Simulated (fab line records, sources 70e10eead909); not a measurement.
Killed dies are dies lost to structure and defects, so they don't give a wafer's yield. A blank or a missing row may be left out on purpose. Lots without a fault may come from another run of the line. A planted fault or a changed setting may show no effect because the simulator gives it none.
Which tool did it? | flow nand_harc | 7 lots, 21 wafers sampled, at 4 steps of a route of 1302

WHAT THE GAUGES READ, wafer by wafer
NHARC_P_BONDPAD_OVL_MEAS_38.
lot  | measured     | on         | overlay_x_nm (nm)
L936 | day 7 09:57  | overlay-02 | 0 0 0
L938 | day 8 07:29  | overlay-01 | -3 -3 -3
L944 | day 10 15:50 | overlay-02 | 2 1 1
L949 | day 12 18:01 | overlay-02 | 4 4 4
L951 | day 13 10:32 | overlay-01 | -2 -3 -3
L953 | day 14 12:49 | overlay-02 | -11 -10 -10
L956 | day 15 20:05 | overlay-01 | 3 2 3

WHICH TOOL RAN EACH LOT (tool, then ch and the chambers of the sampled wafers, then the start)
lot  | NHARC_P_M1_PRE_CLEAN_32         | NHARC_P_M2_DEP_33               | NHARC_P_BONDPAD_CMP_32
L936 | pecvd-03 ch 0,1, day 7 03:57    | pecvd-02 ch 0,2, day 7 08:15    | cmp-04 ch 0,2,3, day 7 09:04
L938 | pecvd-02 ch 0,1, day 8 01:42    | pecvd-03 ch 0,1,2, day 8 05:48  | cmp-02 ch 0,2,3, day 8 06:38
L944 | pecvd-03 ch 0,1,2, day 10 09:04 | pecvd-03 ch 0,1,2, day 10 13:58 | cmp-04 ch 1,2,3, day 10 14:56
L949 | pecvd-01 ch 0,1,2, day 12 11:56 | pecvd-03 ch 0,2, day 12 16:15   | cmp-04 ch 2,3, day 12 17:05
L951 | pecvd-02 ch 0,1, day 13 04:25   | pecvd-01 ch 0,1, day 13 08:48   | cmp-04 ch 0,1,2, day 13 09:40
L953 | pecvd-03 ch 0,1,2, day 14 06:28 | pecvd-02 ch 0,1, day 14 11:01   | cmp-03 ch 0,3, day 14 11:54
L956 | pecvd-03 ch 0,1,2, day 15 13:09 | pecvd-01 ch 0,2, day 15 17:50   | cmp-02 ch 0,2,3, day 15 19:13
- NHARC_P_M1_PRE_CLEAN_32: time 12 s.
- NHARC_P_M2_DEP_33: deposits SiCN, target thk 30 nm.
- NHARC_P_BONDPAD_CMP_32: polishes SiCN, target thk 200 nm.

THE ANSWER, worked out from the rows above alone
Rule: what is usual is taken from the lots themselves. Put in order of their means at a reading, lots are off if they are a third of the lots or fewer, leave a main group of 4 or more, and stand apart from it by a gap of 3 or more times the standard deviation of the main group's means; of several such gaps the widest counts. A main group whose means are all the same, to the digits that the tables above print for the reading, isn't used. A lot without any number at a reading at which 4 lots or more have one is off too. The other lots that the step has rows for count as sound.
No lot is off at any reading shown: from this, nothing can be told.

WHAT THE SIMULATOR HAD PUT IN
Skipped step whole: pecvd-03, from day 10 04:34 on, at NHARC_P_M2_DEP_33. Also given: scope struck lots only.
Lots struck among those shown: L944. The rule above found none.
